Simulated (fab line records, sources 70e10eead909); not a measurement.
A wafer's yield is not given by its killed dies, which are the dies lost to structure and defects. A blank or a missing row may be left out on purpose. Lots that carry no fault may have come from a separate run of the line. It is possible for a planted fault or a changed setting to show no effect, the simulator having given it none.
The same fault as seen by 2 desks    flow nand-harc    each desk holds nothing but its own numbers, with what lay behind them at the end

## THE METROLOGY DESK
What the gauges read, lot by lot, whatever tool the lot ran on: means of the sampled wafers that have a number. If a lot's mean is further than 4 standard deviations from the usual mean, the lot is out of limits and carries the mark OUT (the distance appears in the brackets).
Columns: A = thk-nm at NHARC_A_ONON_D1_THK_MEAS_18, usual 1001 nm
lot   first seen here  A
L125  day 8 10:55      995
L127  day 9 09:07      1000
L130  day 11 01:06     1017
L131  day 11 01:06     1000
L132  day 11 13:44     1012
L133  day 12 03:45     993
L138  day 13 21:37     999
L139  day 14 18:47     1010
L142  day 15 14:07     984
L143  day 16 00:01     1010
L144  day 16 11:19     999
L145  day 16 15:02     1009
This desk found nothing out of limits on any of the 12 lots.

## TOOL OWNER'S DESK, ald-hk-03
The tool's own readings at NHARC_A_CHANNEL_FILL_D1_ALD_14 (deposits SiO2, target thk 2.5 nm, pulse time 10 s, ald cycles 25): means of the sampled wafers that have a number, for each lot that ran on this tool. If a lot's mean is further than 4 standard deviations from the usual mean, the lot is out of limits and carries the mark OUT (the distance appears in the brackets).
Columns: A = heater-power-w at NHARC_A_CHANNEL_FILL_D1_ALD_14, usual 458 W; B = precursor-pulse-height-rel at NHARC_A_CHANNEL_FILL_D1_ALD_14, usual 1.003
lot   first seen here  A    B
L127  day 10 14:42     440  1.004
L130  day 11 20:58     439  0.993
L133  day 13 03:33     453  0.997
L138  day 14 19:05     422  1.013
L139  day 15 14:36     476  1.009
This desk found nothing out of limits on any of the 5 lots.

## TAKEN TOGETHER
Nothing out of limits was seen by the metrology desk.
The tool owner's desk saw nothing out of limits.

## WHAT WAS PUT IN BY THE SIMULATOR
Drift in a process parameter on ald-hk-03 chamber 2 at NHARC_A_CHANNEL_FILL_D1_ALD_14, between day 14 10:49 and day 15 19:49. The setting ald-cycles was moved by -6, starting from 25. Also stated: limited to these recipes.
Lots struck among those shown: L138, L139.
